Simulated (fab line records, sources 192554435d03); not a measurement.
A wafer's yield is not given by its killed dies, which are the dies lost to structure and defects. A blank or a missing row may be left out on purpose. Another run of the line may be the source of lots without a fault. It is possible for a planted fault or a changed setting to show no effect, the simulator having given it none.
Split-lot study    flow n5Finfet    39 wafers read from 7 lots, route of 1938 steps

ABOUT THE SPLIT
At N5_DUMMY_GATE_ETCH_42 (etches SiO2 in CHF3/O2, target depth 3.5 nm, time 31 s), the setting biasW was moved away from the recipe's 12 W on 15 of the 39 wafers read, by -14.0% to +14.3%. This setting was run at the recipe's value on the other wafers.

The reading comes from the split's own step.

THE READING
rfVppV, in V, at N5_DUMMY_GATE_ETCH_42 (etches SiO2 in CHF3/O2, target depth 3.5 nm, time 31 s). A value of 42.6 V with a standard deviation of 1.1 V is what fault-free wafers of this fab line usually give.

wafer   tool, chamber at the split  biasW as run, W  against the recipe  rfVppV, V  against lot-mates on the recipe
L078.1  rieDiel-02, 2               12               recipe              43.3       -
L078.2  rieDiel-02, 0               13.07            +8.9%               45.6       +2.7
L078.3  rieDiel-02, 1               13.07            +8.9%               45.1       +2.2
L078.4  rieDiel-02, 1               12               recipe              43.0       -
L078.5  rieDiel-02, 0               13.07            +8.9%               45.8       +2.9
L078.6  rieDiel-02, 2               12               recipe              42.4       -
L080.1  rieDiel-03, 0               12               recipe              42.3       -
L080.2  rieDiel-03, 3               12               recipe              41.5       -
L080.3  rieDiel-03, 2               12               recipe              42.3       -
L080.4  rieDiel-03, 1               12               recipe              41.2       -
L080.5  rieDiel-03, 1               12               recipe              41.4       -
L080.6  rieDiel-03, 2               12               recipe              42.6       -
L081.1  rieDiel-02, 3               12               recipe              43.8       -
L081.2  rieDiel-02, 0               12               recipe              43.2       -
L081.3  rieDiel-02, 1               10.43            -13.1%              40.6       -2.8
L081.4  rieDiel-02, 1               10.43            -13.1%              38.1       -5.3
L081.5  rieDiel-02, 0               10.43            -13.1%              39.6       -3.8
L081.6  rieDiel-02, 3               12               recipe              43.2       -
L086.1  rieDiel-02, 1               12               recipe              43.4       -
L086.3  rieDiel-02, 0               12               recipe              43.0       -
L086.6  rieDiel-02, 3               12               recipe              43.1       -
L089.1  rieDiel-03, 3               12               recipe              42.2       -
L089.2  rieDiel-03, 1               13.71            +14.3%              45.6       +3.2
L089.3  rieDiel-03, 2               12               recipe              43.1       -
L089.4  rieDiel-03, 0               13.71            +14.3%              46.9       +4.5
L089.5  rieDiel-03, 1               13.71            +14.3%              43.5       +1.1
L089.6  rieDiel-03, 2               12               recipe              41.9       -
L091.1  rieDiel-04, 1               10.32            -14.0%              39.8       -3.8
L091.2  rieDiel-04, 0               12               recipe              44.9       -
L091.3  rieDiel-04, 2               10.32            -14.0%              38.5       -5.1
L091.4  rieDiel-04, 3               10.32            -14.0%              38.7       -4.9
L091.5  rieDiel-04, 3               12               recipe              42.0       -
L091.6  rieDiel-04, 2               12               recipe              43.9       -
L095.1  rieDiel-04, 1               12               recipe              42.9       -
L095.2  rieDiel-04, 3               10.75            -10.4%              38.6       -4.8
L095.3  rieDiel-04, 2               10.75            -10.4%              39.2       -4.2
L095.4  rieDiel-04, 0               10.75            -10.4%              38.9       -4.5
L095.5  rieDiel-04, 0               12               recipe              43.6       -
L095.6  rieDiel-04, 3               12               recipe              43.6       -

FIT RESULTS
A straight line over all 39 wafers: rfVppV changes by +0.258 V for each +1% of biasW; r = +0.90; the points scatter about the line by 0.99 V.
The same after taking each lot's own level away (the mean of its wafers on the recipe; 39 wafers): +0.296 V for each +1%; r = +0.94; scatter 0.86 V.
According to that fit, moving biasW by its largest amount changes the reading by 4.2 V.
From 41.88 to 43.60 V: that is the span of the lots' own levels, equal to 1.6 times the standard deviation above.
Hence the slope depends on the lot-to-lot level, as the two fits are not the same.
Check: with one of the wafers moved furthest among these (+14.3%) left out of the fit, the line predicts +4.08 V for it against its lot-mates. Against them it came out at +3.2 V.
Tool readings at the split's step, against how far the setting was moved: rfVppV r = +0.90.

FURTHER SPLITS ON THESE WAFERS
These wafers also went through other splits before the reading. Each is held against what the fit with the lots' levels taken away leaves over:
other split on the same wafers    wafers away from the commonest value  r with rfVppV (lot level and that fit taken away)
N5_WELL_APT_IMPLANT_15 energyKev  15                                    -0.11

THE FILE'S OWN FIT
rfVppV changes by +0.3 V for each +1% of biasW, r = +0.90.
